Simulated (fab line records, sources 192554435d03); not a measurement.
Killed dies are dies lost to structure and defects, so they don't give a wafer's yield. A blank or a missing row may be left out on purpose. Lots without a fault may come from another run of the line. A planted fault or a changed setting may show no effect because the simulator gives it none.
Chamber matching | flow n5_finfet | N5_HKMG_FIN_ETCH_31 on rie_diel-03: 4 sister chambers
The step etches SiARC in CF4, target depth 45.5 nm, time 75.8 s. 8 wafers are shown with their chamber, then 7 later ones without.

WAFERS WITH THEIR CHAMBER
wafer  | chamber | showerhead_plenum_p_Torr (Torr) | throttle_valve_pct (%)
L880.3 | 3       | 2.26                            | 15.48
L882.5 | 2       | 2.28                            | 15.24
L884.3 | 1       | 2.03                            | 15.89
L888.1 | 0       | 2.05                            | 15.98
L888.2 | 1       | 2.03                            | 15.90
L888.3 | 2       | 2.27                            | 15.27
L895.2 | 0       | 2.05                            | 16.02
L895.5 | 3       | 2.25                            | 15.52

WAFERS WITHOUT THEIR CHAMBER
wafer  | showerhead_plenum_p_Torr (Torr) | throttle_valve_pct (%)
L895.6 | 2.27                            | 15.29
L897.1 | 2.25                            | 15.53
L897.2 | 2.28                            | 15.45
L897.5 | 2.05                            | 16.01
L899.3 | 2.24                            | 15.54
L899.4 | 2.05                            | 16.02
L899.5 | 2.28                            | 15.45

WHICH CHAMBER EACH WENT THROUGH
wafer  | from the rows above | in truth
L895.6 | 2                   | 2
L897.1 | 3                   | 3
L897.2 | 3                   | 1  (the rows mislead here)
L897.5 | 0                   | 0
L899.3 | 3                   | 3
L899.4 | 0                   | 0
L899.5 | 3                   | 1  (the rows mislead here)
Placed correctly: 5 of 7. Can't be placed from these rows: 0. Placed wrongly: 2.
How it was worked out, from the rows above alone: a wafer's distance from a chamber is the root of the sum, over the readings, of the square of ((its reading less the chamber's mean) divided by the reading's scatter). The wafer belongs to the nearest chamber; if the next one is less than 2 further off, it can't be placed. A chamber's mean is the mean of its shown wafers. The scatter: the root of (the sum of the squares of (reading less its chamber's mean) over the shown wafers, divided by (wafers less chambers)).
